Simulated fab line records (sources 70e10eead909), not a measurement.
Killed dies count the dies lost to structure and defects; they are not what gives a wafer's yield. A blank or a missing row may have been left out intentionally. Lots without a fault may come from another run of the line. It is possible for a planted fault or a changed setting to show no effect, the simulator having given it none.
fab line records / flow nand_harc
record lots=14 wafers=42 last_day=24
route steps=1159 shown A_M1@1049 A_BONDPAD@1059
lots with no fault: from the same line, run without faults
start_h: start of the lot's first displayed wafer, in hours after the record's first day / wait_h: hours since the lot's step before / " the same as in the row above / L1.1+2: a row that stands for several wafers / - either no value or no given start / * or withheld: withheld / < > ~ a bound
route shown NAME@n: NAME is a module with steps in the file, n the number in the route of the first one / usual: mean and standard deviation over wafers with no fault / same: alike in all rows / chamber/n: place in a boat / sites: readings site by site / _std_site: standard deviation across them / _edge_site: mean of outer sites minus mean of inner sites / radius_mm: for every site, how far away it sits from the centre of the wafer / mask NAME#n: copy n / behind: the most recent tool/chamber to have shaped the wafer / hold: why the lot was held/for how many hours/how that ended / device: the n, p or np transistor that did not switch / end of line: tests of these same wafers at the route's end / where a step has no rows: the recipe by itself / killed: count of dies lost to structure and defects at first sort (not the wafer's yield) / map: dies across one wafer; x = killed, . = not, _ = none there
set.NAME: setting as actually run; set.NAME@STEP: the setting as run at that earlier step / model.NAME: the simulator's own value behind a step, which no gauge read
route steps across a sampled set of lots; one table per step, one row per wafer
services: the hour from which a tool's chamber was out of use, counted from the record's first day as start_h (under 0 if before that day), plus the number of hours and why
## steps
# step NHARC_A_M1_PVD_21
# recipe target_thk_a=300 chamber_pressure_pa=5 power_w=5000 substrate_temp_c=30 time_s=20.49 material=Cu
# usual throttle_valve_pct=29.9/1
lot.wafer=L677.3 tool=pvd_sputter-03 chamber=- start_h=- wait_h=- throttle_valve_pct=29.1
lot.wafer=L677.4 tool=pvd_sputter-03 chamber=- start_h=- wait_h=- throttle_valve_pct=29.0
lot.wafer=L677.5 tool=pvd_sputter-03 chamber=- start_h=- wait_h=- throttle_valve_pct=30.8
lot.wafer=L679.1 tool=pvd_sputter-03 chamber=- start_h=- wait_h=- throttle_valve_pct=29.0
lot.wafer=L679.2 tool=pvd_sputter-03 chamber=- start_h=- wait_h=- throttle_valve_pct=30.4
lot.wafer=L679.6 tool=pvd_sputter-03 chamber=- start_h=- wait_h=- throttle_valve_pct=28.8
lot.wafer=L676.2 tool=pvd_sputter-03 chamber=- start_h=- wait_h=- throttle_valve_pct=29.2
lot.wafer=L676.4 tool=pvd_sputter-03 chamber=- start_h=- wait_h=- throttle_valve_pct=31.0
lot.wafer=L676.6 tool=pvd_sputter-03 chamber=- start_h=- wait_h=- throttle_valve_pct=30.6
lot.wafer=L678.4 tool=pvd_sputter-02 chamber=- start_h=- wait_h=- throttle_valve_pct=30.4
lot.wafer=L678.6 tool=pvd_sputter-02 chamber=- start_h=- wait_h=- throttle_valve_pct=30.5
lot.wafer=L678.5 tool=pvd_sputter-02 chamber=- start_h=- wait_h=- throttle_valve_pct=29.6
lot.wafer=L687.4 tool=pvd_sputter-03 chamber=- start_h=- wait_h=- throttle_valve_pct=31.1
lot.wafer=L687.2 tool=pvd_sputter-03 chamber=- start_h=- wait_h=- throttle_valve_pct=29.2
lot.wafer=L687.5 tool=pvd_sputter-03 chamber=- start_h=- wait_h=- throttle_valve_pct=28.8
lot.wafer=L688.4 tool=pvd_sputter-03 chamber=- start_h=- wait_h=- throttle_valve_pct=28.7
lot.wafer=L688.5 tool=pvd_sputter-03 chamber=- start_h=- wait_h=- throttle_valve_pct=28.7
lot.wafer=L688.6 tool=pvd_sputter-03 chamber=- start_h=- wait_h=- throttle_valve_pct=31.2
lot.wafer=L690.1 tool=pvd_sputter-01 chamber=- start_h=- wait_h=- throttle_valve_pct=30.4
lot.wafer=L690.6 tool=pvd_sputter-01 chamber=- start_h=- wait_h=- throttle_valve_pct=28.4
lot.wafer=L690.5 tool=pvd_sputter-01 chamber=- start_h=- wait_h=- throttle_valve_pct=28.6
lot.wafer=L692.3 tool=pvd_sputter-03 chamber=- start_h=- wait_h=- throttle_valve_pct=28.9
lot.wafer=L692.6 tool=pvd_sputter-03 chamber=- start_h=- wait_h=- throttle_valve_pct=28.7
lot.wafer=L692.5 tool=pvd_sputter-03 chamber=- start_h=- wait_h=- throttle_valve_pct=31.0
lot.wafer=L694.2 tool=pvd_sputter-01 chamber=- start_h=- wait_h=- throttle_valve_pct=30.6
lot.wafer=L694.4 tool=pvd_sputter-01 chamber=- start_h=- wait_h=- throttle_valve_pct=28.6
lot.wafer=L694.6 tool=pvd_sputter-01 chamber=- start_h=- wait_h=- throttle_valve_pct=30.5
lot.wafer=L689.4 tool=pvd_sputter-03 chamber=- start_h=- wait_h=- throttle_valve_pct=31.2
lot.wafer=L689.3 tool=pvd_sputter-03 chamber=- start_h=- wait_h=- throttle_valve_pct=29.0
lot.wafer=L689.6 tool=pvd_sputter-03 chamber=- start_h=- wait_h=- throttle_valve_pct=29.2
lot.wafer=L691.1 tool=pvd_sputter-02 chamber=- start_h=- wait_h=- throttle_valve_pct=30.6
lot.wafer=L691.2 tool=pvd_sputter-02 chamber=- start_h=- wait_h=- throttle_valve_pct=30.1
lot.wafer=L691.3 tool=pvd_sputter-02 chamber=- start_h=- wait_h=- throttle_valve_pct=29.4
lot.wafer=L693.4 tool=pvd_sputter-03 chamber=- start_h=- wait_h=- throttle_valve_pct=28.8
lot.wafer=L693.1 tool=pvd_sputter-03 chamber=- start_h=- wait_h=- throttle_valve_pct=30.9
lot.wafer=L693.3 tool=pvd_sputter-03 chamber=- start_h=- wait_h=- throttle_valve_pct=31.3
lot.wafer=L697.3 tool=pvd_sputter-02 chamber=- start_h=- wait_h=- throttle_valve_pct=30.6
lot.wafer=L697.1 tool=pvd_sputter-02 chamber=- start_h=- wait_h=- throttle_valve_pct=30.3
lot.wafer=L697.5 tool=pvd_sputter-02 chamber=- start_h=- wait_h=- throttle_valve_pct=30.4
lot.wafer=L695.1 tool=pvd_sputter-03 chamber=- start_h=- wait_h=- throttle_valve_pct=31.3
lot.wafer=L695.2 tool=pvd_sputter-03 chamber=- start_h=- wait_h=- throttle_valve_pct=28.8
lot.wafer=L695.5 tool=pvd_sputter-03 chamber=- start_h=- wait_h=- throttle_valve_pct=31.2
# step NHARC_A_M1_THK_MEAS_24
# recipe thk_meas_gauge=xrf
# usual thk_nm=154.3/1.5
lot.wafer=L677.3 tool=film_metro-02 chamber=- start_h=429.46 wait_h=- thk_nm=155.9
lot.wafer=L677.4 tool=film_metro-02 chamber=- start_h=429.46 wait_h=- thk_nm=154.6
lot.wafer=L677.5 tool=film_metro-02 chamber=- start_h=429.46 wait_h=- thk_nm=153.8
lot.wafer=L679.1 tool=film_metro-02 chamber=- start_h=435.81 wait_h=- thk_nm=155.1
lot.wafer=L679.2 tool=film_metro-02 chamber=- start_h=435.81 wait_h=- thk_nm=154.3
lot.wafer=L679.6 tool=film_metro-02 chamber=- start_h=435.81 wait_h=- thk_nm=154.2
lot.wafer=L676.2 tool=film_metro-01 chamber=- start_h=439.34 wait_h=- thk_nm=153.9
lot.wafer=L676.4 tool=film_metro-01 chamber=- start_h=439.34 wait_h=- thk_nm=152.3
lot.wafer=L676.6 tool=film_metro-01 chamber=- start_h=439.34 wait_h=- thk_nm=150.8
lot.wafer=L678.4 tool=film_metro-01 chamber=- start_h=451.67 wait_h=- thk_nm=154.1
lot.wafer=L678.5 tool=film_metro-01 chamber=- start_h=451.67 wait_h=- thk_nm=154.3
lot.wafer=L678.6 tool=film_metro-01 chamber=- start_h=451.67 wait_h=- thk_nm=155.5
lot.wafer=L687.2 tool=film_metro-01 chamber=- start_h=476.51 wait_h=- thk_nm=155.0
lot.wafer=L687.4 tool=film_metro-01 chamber=- start_h=476.51 wait_h=- thk_nm=155.8
lot.wafer=L687.5 tool=film_metro-01 chamber=- start_h=476.51 wait_h=- thk_nm=154.1
lot.wafer=L688.4 tool=film_metro-02 chamber=- start_h=479.71 wait_h=- thk_nm=158.6
lot.wafer=L688.5 tool=film_metro-02 chamber=- start_h=479.71 wait_h=- thk_nm=156.0
lot.wafer=L688.6 tool=film_metro-02 chamber=- start_h=479.71 wait_h=- thk_nm=155.1
lot.wafer=L690.1 tool=film_metro-01 chamber=- start_h=501.24 wait_h=- thk_nm=151.8
lot.wafer=L690.5 tool=film_metro-01 chamber=- start_h=501.24 wait_h=- thk_nm=154.3
lot.wafer=L690.6 tool=film_metro-01 chamber=- start_h=501.24 wait_h=- thk_nm=154.9
lot.wafer=L692.3 tool=film_metro-01 chamber=- start_h=508.68 wait_h=- thk_nm=154.9
lot.wafer=L692.5 tool=film_metro-01 chamber=- start_h=508.68 wait_h=- thk_nm=154.9
lot.wafer=L692.6 tool=film_metro-01 chamber=- start_h=508.68 wait_h=- thk_nm=153.7
lot.wafer=L694.2 tool=film_metro-01 chamber=- start_h=511.75 wait_h=- thk_nm=153.5
lot.wafer=L694.4 tool=film_metro-01 chamber=- start_h=511.75 wait_h=- thk_nm=155.7
lot.wafer=L694.6 tool=film_metro-01 chamber=- start_h=511.75 wait_h=- thk_nm=153.9
lot.wafer=L689.3 tool=film_metro-01 chamber=- start_h=512.44 wait_h=- thk_nm=155.8
lot.wafer=L689.4 tool=film_metro-01 chamber=- start_h=512.44 wait_h=- thk_nm=153.7
lot.wafer=L689.6 tool=film_metro-01 chamber=- start_h=512.44 wait_h=- thk_nm=155.4
lot.wafer=L691.1 tool=film_metro-01 chamber=- start_h=516.21 wait_h=- thk_nm=153.6
lot.wafer=L691.2 tool=film_metro-01 chamber=- start_h=516.21 wait_h=- thk_nm=153.1
lot.wafer=L691.3 tool=film_metro-01 chamber=- start_h=516.21 wait_h=- thk_nm=156.4
lot.wafer=L693.1 tool=film_metro-01 chamber=- start_h=518.13 wait_h=- thk_nm=151.0
lot.wafer=L693.3 tool=film_metro-01 chamber=- start_h=518.13 wait_h=- thk_nm=153.7
lot.wafer=L693.4 tool=film_metro-01 chamber=- start_h=518.13 wait_h=- thk_nm=153.6
lot.wafer=L697.1 tool=film_metro-02 chamber=- start_h=524.09 wait_h=- thk_nm=152.5
lot.wafer=L697.3 tool=film_metro-02 chamber=- start_h=524.09 wait_h=- thk_nm=154.0
lot.wafer=L697.5 tool=film_metro-02 chamber=- start_h=524.09 wait_h=- thk_nm=155.0
lot.wafer=L695.1 tool=film_metro-02 chamber=- start_h=525.53 wait_h=- thk_nm=150.4
lot.wafer=L695.2 tool=film_metro-02 chamber=- start_h=525.53 wait_h=- thk_nm=153.5
lot.wafer=L695.5 tool=film_metro-02 chamber=- start_h=525.53 wait_h=- thk_nm=155.2
# step NHARC_A_BONDPAD_DEP_00
# recipe target_thk_a=2500 temp_c=370 target_thk_nm=250 pressure_torr=3 flow_sccm=200 rf_w=450 material=SiCN
# usual heater_power_w=559/68
lot.wafer=L677.3 tool=pecvd-02 chamber=1 start_h=430.44 wait_h=- heater_power_w=537
lot.wafer=L677.5 tool=pecvd-02 chamber=0 start_h=430.44 wait_h=- heater_power_w=625
lot.wafer=L677.4 tool=pecvd-02 chamber=1 start_h=430.44 wait_h=- heater_power_w=534
lot.wafer=L679.1 tool=pecvd-04 chamber=1 start_h=436.68 wait_h=- heater_power_w=496
lot.wafer=L679.2 tool=pecvd-04 chamber=0 start_h=436.68 wait_h=- heater_power_w=525
lot.wafer=L679.6 tool=pecvd-04 chamber=1 start_h=436.68 wait_h=- heater_power_w=519
lot.wafer=L676.2 tool=pecvd-02 chamber=2 start_h=440.28 wait_h=- heater_power_w=690
lot.wafer=L676.4 tool=pecvd-02 chamber=0 start_h=440.28 wait_h=- heater_power_w=520
lot.wafer=L676.6 tool=pecvd-02 chamber=2 start_h=440.28 wait_h=- heater_power_w=692
lot.wafer=L678.5 tool=pecvd-04 chamber=1 start_h=- wait_h=- heater_power_w=497
lot.wafer=L678.6 tool=pecvd-04 chamber=2 start_h=- wait_h=- heater_power_w=555
lot.wafer=L678.4 tool=pecvd-04 chamber=0 start_h=- wait_h=- heater_power_w=518
lot.wafer=L687.2 tool=pecvd-02 chamber=2 start_h=477.36 wait_h=- heater_power_w=722
lot.wafer=L687.5 tool=pecvd-02 chamber=2 start_h=477.36 wait_h=- heater_power_w=710
lot.wafer=L687.4 tool=pecvd-02 chamber=1 start_h=477.36 wait_h=- heater_power_w=564
lot.wafer=L688.4 tool=pecvd-01 chamber=2 start_h=480.87 wait_h=- heater_power_w=470
lot.wafer=L688.5 tool=pecvd-01 chamber=0 start_h=480.87 wait_h=- heater_power_w=501
lot.wafer=L688.6 tool=pecvd-01 chamber=1 start_h=480.87 wait_h=- heater_power_w=679
lot.wafer=L690.1 tool=pecvd-04 chamber=2 start_h=502.11 wait_h=- heater_power_w=541
lot.wafer=L690.5 tool=pecvd-04 chamber=2 start_h=502.11 wait_h=- heater_power_w=555
lot.wafer=L690.6 tool=pecvd-04 chamber=0 start_h=502.11 wait_h=- heater_power_w=518
lot.wafer=L692.3 tool=pecvd-04 chamber=0 start_h=509.61 wait_h=- heater_power_w=532
lot.wafer=L692.5 tool=pecvd-04 chamber=0 start_h=509.61 wait_h=- heater_power_w=531
lot.wafer=L692.6 tool=pecvd-04 chamber=1 start_h=509.61 wait_h=- heater_power_w=477
lot.wafer=L694.2 tool=pecvd-01 chamber=0 start_h=512.62 wait_h=- heater_power_w=530
lot.wafer=L694.4 tool=pecvd-01 chamber=0 start_h=512.62 wait_h=- heater_power_w=543
lot.wafer=L694.6 tool=pecvd-01 chamber=2 start_h=512.62 wait_h=- heater_power_w=484
lot.wafer=L689.3 tool=pecvd-04 chamber=2 start_h=- wait_h=- heater_power_w=603
lot.wafer=L689.4 tool=pecvd-04 chamber=0 start_h=- wait_h=- heater_power_w=513
lot.wafer=L689.6 tool=pecvd-04 chamber=1 start_h=- wait_h=- heater_power_w=533
lot.wafer=L691.1 tool=pecvd-04 chamber=0 start_h=517.07 wait_h=- heater_power_w=523
lot.wafer=L691.3 tool=pecvd-04 chamber=1 start_h=517.07 wait_h=- heater_power_w=525
lot.wafer=L691.2 tool=pecvd-04 chamber=2 start_h=517.07 wait_h=- heater_power_w=568
lot.wafer=L693.1 tool=pecvd-01 chamber=0 start_h=- wait_h=- heater_power_w=615
lot.wafer=L693.3 tool=pecvd-01 chamber=1 start_h=- wait_h=- heater_power_w=622
lot.wafer=L693.4 tool=pecvd-01 chamber=2 start_h=- wait_h=- heater_power_w=493
lot.wafer=L697.1 tool=pecvd-04 chamber=0 start_h=525.00 wait_h=- heater_power_w=526
lot.wafer=L697.3 tool=pecvd-04 chamber=1 start_h=525.00 wait_h=- heater_power_w=532
lot.wafer=L697.5 tool=pecvd-04 chamber=2 start_h=525.00 wait_h=- heater_power_w=545
lot.wafer=L695.2 tool=pecvd-04 chamber=0 start_h=- wait_h=- heater_power_w=534
lot.wafer=L695.1 tool=pecvd-04 chamber=1 start_h=- wait_h=- heater_power_w=514
lot.wafer=L695.5 tool=pecvd-04 chamber=2 start_h=- wait_h=- heater_power_w=548
# step NHARC_A_BONDPAD_EXPOSE_06
# recipe na=0.55 dose_mj=36.99 mask_id=A_BPAD
# usual exposure_dose_mJ_cm2=36.97/0.043 focus_offset_nm=0.1/0.6
lot.wafer=L677.3 tool=krf_scanner-03 chamber=0 start_h=431.63 wait_h=- mask=A_BPAD#0 exposure_dose_mJ_cm2=36.89 focus_offset_nm=0.8
lot.wafer=L677.4 tool=krf_scanner-03 chamber=0 start_h=431.63 wait_h=- mask=A_BPAD#0 exposure_dose_mJ_cm2=36.93 focus_offset_nm=0.6
lot.wafer=L677.5 tool=krf_scanner-03 chamber=0 start_h=431.63 wait_h=- mask=A_BPAD#0 exposure_dose_mJ_cm2=36.94 focus_offset_nm=0.9
lot.wafer=L679.1 tool=krf_scanner-04 chamber=0 start_h=437.79 wait_h=- mask=A_BPAD#0 exposure_dose_mJ_cm2=36.96 focus_offset_nm=-0.2
lot.wafer=L679.2 tool=krf_scanner-04 chamber=0 start_h=437.79 wait_h=- mask=A_BPAD#0 exposure_dose_mJ_cm2=36.96 focus_offset_nm=0.2
lot.wafer=L679.6 tool=krf_scanner-04 chamber=0 start_h=437.79 wait_h=- mask=A_BPAD#0 exposure_dose_mJ_cm2=36.98 focus_offset_nm=0.9
lot.wafer=L676.2 tool=krf_scanner-04 chamber=0 start_h=441.16 wait_h=- mask=A_BPAD#0 exposure_dose_mJ_cm2=36.95 focus_offset_nm=-0.5
lot.wafer=L676.4 tool=krf_scanner-04 chamber=0 start_h=441.16 wait_h=- mask=A_BPAD#0 exposure_dose_mJ_cm2=36.95 focus_offset_nm=-1.0
lot.wafer=L676.6 tool=krf_scanner-04 chamber=0 start_h=441.16 wait_h=- mask=A_BPAD#0 exposure_dose_mJ_cm2=36.94 focus_offset_nm=-0.6
lot.wafer=L678.4 tool=krf_scanner-03 chamber=0 start_h=453.61 wait_h=- mask=A_BPAD#0 exposure_dose_mJ_cm2=36.96 focus_offset_nm=-0.8
lot.wafer=L678.5 tool=krf_scanner-03 chamber=0 start_h=453.61 wait_h=- mask=A_BPAD#0 exposure_dose_mJ_cm2=37.04 focus_offset_nm=-0.4
lot.wafer=L678.6 tool=krf_scanner-03 chamber=0 start_h=453.61 wait_h=- mask=A_BPAD#0 exposure_dose_mJ_cm2=36.99 focus_offset_nm=-0.9
lot.wafer=L687.2 tool=krf_scanner-01 chamber=0 start_h=478.44 wait_h=- mask=A_BPAD#0 exposure_dose_mJ_cm2=37.04 focus_offset_nm=0.1
lot.wafer=L687.4 tool=krf_scanner-01 chamber=0 start_h=478.44 wait_h=- mask=A_BPAD#0 exposure_dose_mJ_cm2=37.09 focus_offset_nm=0.6
lot.wafer=L687.5 tool=krf_scanner-01 chamber=0 start_h=478.44 wait_h=- mask=A_BPAD#0 exposure_dose_mJ_cm2=37.09 focus_offset_nm=0.1
lot.wafer=L688.4 tool=krf_scanner-01 chamber=- start_h=481.82 wait_h=- mask=A_BPAD#0 exposure_dose_mJ_cm2=- focus_offset_nm=-
lot.wafer=L688.5 tool=krf_scanner-01 chamber=- start_h=481.82 wait_h=- mask=A_BPAD#0 exposure_dose_mJ_cm2=- focus_offset_nm=-
lot.wafer=L688.6 tool=krf_scanner-01 chamber=- start_h=481.82 wait_h=- mask=A_BPAD#0 exposure_dose_mJ_cm2=- focus_offset_nm=-
lot.wafer=L690.1 tool=krf_scanner-03 chamber=0 start_h=503.18 wait_h=- mask=A_BPAD#0 exposure_dose_mJ_cm2=37.00 focus_offset_nm=0.3
lot.wafer=L690.5 tool=krf_scanner-03 chamber=0 start_h=503.18 wait_h=- mask=A_BPAD#0 exposure_dose_mJ_cm2=36.97 focus_offset_nm=0.5
lot.wafer=L690.6 tool=krf_scanner-03 chamber=0 start_h=503.18 wait_h=- mask=A_BPAD#0 exposure_dose_mJ_cm2=36.97 focus_offset_nm=0.0
lot.wafer=L692.3 tool=krf_scanner-01 chamber=0 start_h=510.67 wait_h=- mask=A_BPAD#0 exposure_dose_mJ_cm2=36.96 focus_offset_nm=0.0
lot.wafer=L692.5 tool=krf_scanner-01 chamber=0 start_h=510.67 wait_h=- mask=A_BPAD#0 exposure_dose_mJ_cm2=36.98 focus_offset_nm=0.3
lot.wafer=L692.6 tool=krf_scanner-01 chamber=0 start_h=510.67 wait_h=- mask=A_BPAD#0 exposure_dose_mJ_cm2=36.91 focus_offset_nm=0.7
lot.wafer=L694.2 tool=krf_scanner-01 chamber=0 start_h=513.57 wait_h=- mask=A_BPAD#0 exposure_dose_mJ_cm2=37.01 focus_offset_nm=0.2
lot.wafer=L694.4 tool=krf_scanner-01 chamber=0 start_h=513.57 wait_h=- mask=A_BPAD#0 exposure_dose_mJ_cm2=37.02 focus_offset_nm=-0.4
lot.wafer=L694.6 tool=krf_scanner-01 chamber=0 start_h=513.57 wait_h=- mask=A_BPAD#0 exposure_dose_mJ_cm2=36.99 focus_offset_nm=0.4
lot.wafer=L689.3 tool=krf_scanner-04 chamber=- start_h=514.42 wait_h=- mask=A_BPAD#0 exposure_dose_mJ_cm2=- focus_offset_nm=-
lot.wafer=L689.4 tool=krf_scanner-04 chamber=- start_h=514.42 wait_h=- mask=A_BPAD#0 exposure_dose_mJ_cm2=- focus_offset_nm=-
lot.wafer=L689.6 tool=krf_scanner-04 chamber=- start_h=514.42 wait_h=- mask=A_BPAD#0 exposure_dose_mJ_cm2=- focus_offset_nm=-
lot.wafer=L691.1 tool=krf_scanner-04 chamber=0 start_h=518.02 wait_h=- mask=A_BPAD#0 exposure_dose_mJ_cm2=36.97 focus_offset_nm=-0.2
lot.wafer=L691.2 tool=krf_scanner-04 chamber=0 start_h=518.02 wait_h=- mask=A_BPAD#0 exposure_dose_mJ_cm2=36.93 focus_offset_nm=0.5
lot.wafer=L691.3 tool=krf_scanner-04 chamber=0 start_h=518.02 wait_h=- mask=A_BPAD#0 exposure_dose_mJ_cm2=36.96 focus_offset_nm=0.1
lot.wafer=L693.1 tool=krf_scanner-03 chamber=0 start_h=520.06 wait_h=- mask=A_BPAD#0 exposure_dose_mJ_cm2=36.97 focus_offset_nm=1.0
lot.wafer=L693.3 tool=krf_scanner-03 chamber=0 start_h=520.06 wait_h=- mask=A_BPAD#0 exposure_dose_mJ_cm2=36.95 focus_offset_nm=0.8
lot.wafer=L693.4 tool=krf_scanner-03 chamber=0 start_h=520.06 wait_h=- mask=A_BPAD#0 exposure_dose_mJ_cm2=36.94 focus_offset_nm=0.9
lot.wafer=L697.1 tool=krf_scanner-03 chamber=0 start_h=525.91 wait_h=- mask=A_BPAD#0 exposure_dose_mJ_cm2=36.96 focus_offset_nm=0.5
lot.wafer=L697.3 tool=krf_scanner-03 chamber=0 start_h=525.91 wait_h=- mask=A_BPAD#0 exposure_dose_mJ_cm2=36.99 focus_offset_nm=0.5
lot.wafer=L697.5 tool=krf_scanner-03 chamber=0 start_h=525.91 wait_h=- mask=A_BPAD#0 exposure_dose_mJ_cm2=37.00 focus_offset_nm=1.1
lot.wafer=L695.1 tool=krf_scanner-03 chamber=0 start_h=527.73 wait_h=- mask=A_BPAD#0 exposure_dose_mJ_cm2=36.94 focus_offset_nm=0.1
lot.wafer=L695.2 tool=krf_scanner-03 chamber=0 start_h=527.73 wait_h=- mask=A_BPAD#0 exposure_dose_mJ_cm2=36.93 focus_offset_nm=0.7
lot.wafer=L695.5 tool=krf_scanner-03 chamber=0 start_h=527.73 wait_h=- mask=A_BPAD#0 exposure_dose_mJ_cm2=36.93 focus_offset_nm=0.3
## services
tool=krf_scanner-01 chamber=- start_h=408.87 hours=0.2 kind=repair
tool=krf_scanner-04 chamber=- start_h=412.22 hours=0.9 kind=repair
tool=krf_scanner-03 chamber=0 start_h=416.34 hours=- kind=calibration
tool=pecvd-01 chamber=- start_h=418.19 hours=13.0 kind=pm
tool=pecvd-01 chamber=0 start_h=418.19 hours=13.0 kind=vent_cycle
tool=pecvd-01 chamber=1 start_h=418.19 hours=13.0 kind=vent_cycle
tool=pecvd-01 chamber=2 start_h=418.19 hours=13.0 kind=vent_cycle
tool=krf_scanner-01 chamber=0 start_h=419.65 hours=- kind=calibration
tool=pecvd-04 chamber=0 start_h=424.00 hours=3.4 kind=repair
tool=krf_scanner-03 chamber=- start_h=426.20 hours=0.4 kind=repair
tool=krf_scanner-01 chamber=- start_h=428.00 hours=4.0 kind=pm
tool=pecvd-01 chamber=0 start_h=431.19 hours=- kind=clean
tool=pecvd-01 chamber=1 start_h=431.19 hours=- kind=clean
tool=pecvd-01 chamber=2 start_h=431.19 hours=- kind=clean
tool=pvd_sputter-03 chamber=- start_h=458.02 hours=10.0 kind=pm
tool=krf_scanner-04 chamber=- start_h=476.84 hours=4.0 kind=pm
tool=krf_scanner-04 chamber=- start_h=492.68 hours=6.5 kind=repair
tool=krf_scanner-04 chamber=- start_h=500.32 hours=0.8 kind=repair
tool=krf_scanner-03 chamber=- start_h=512.00 hours=4.0 kind=pm
tool=pvd_sputter-01 chamber=- start_h=514.06 hours=10.0 kind=pm
tool=pecvd-02 chamber=- start_h=515.59 hours=13.0 kind=pm
tool=pecvd-02 chamber=0 start_h=515.59 hours=13.0 kind=vent_cycle
tool=krf_scanner-04 chamber=0 start_h=516.06 hours=- kind=calibration
tool=krf_scanner-04 chamber=- start_h=522.58 hours=16.1 kind=repair
## key
first_sign step=NHARC_A_BONDPAD_EXPOSE_06 reading=tool_record direction=missing
effect none on later readings
met_at NHARC_A_BONDPAD_EXPOSE_06
struck_lots L688,L689
later_rows_left_out L688.4,L688.5,L688.6,L689.3,L689.4,L689.6
sort_left_out L688.4,L688.5,L688.6,L689.3,L689.4,L689.6
not_acting_at NHARC_A_M1_PVD_21,NHARC_A_M1_THK_MEAS_24,NHARC_A_BONDPAD_DEP_00
onset_between 478.44 481.82
fault kind=skipped_step_whole tool=krf_scanner-01,krf_scanner-04 chamber=- onset_h=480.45 steps=NHARC_A_BONDPAD_EXPOSE_06 scope=struck_lots_only
# sort_left_out: the simulated sort isn't trusted on such a fault, so these wafers' sort isn't shown, and their yield isn't known
# later_rows_left_out: the simulator's readings of these wafers behind a module that went badly wrong aren't trusted and aren't shown, but for the sort
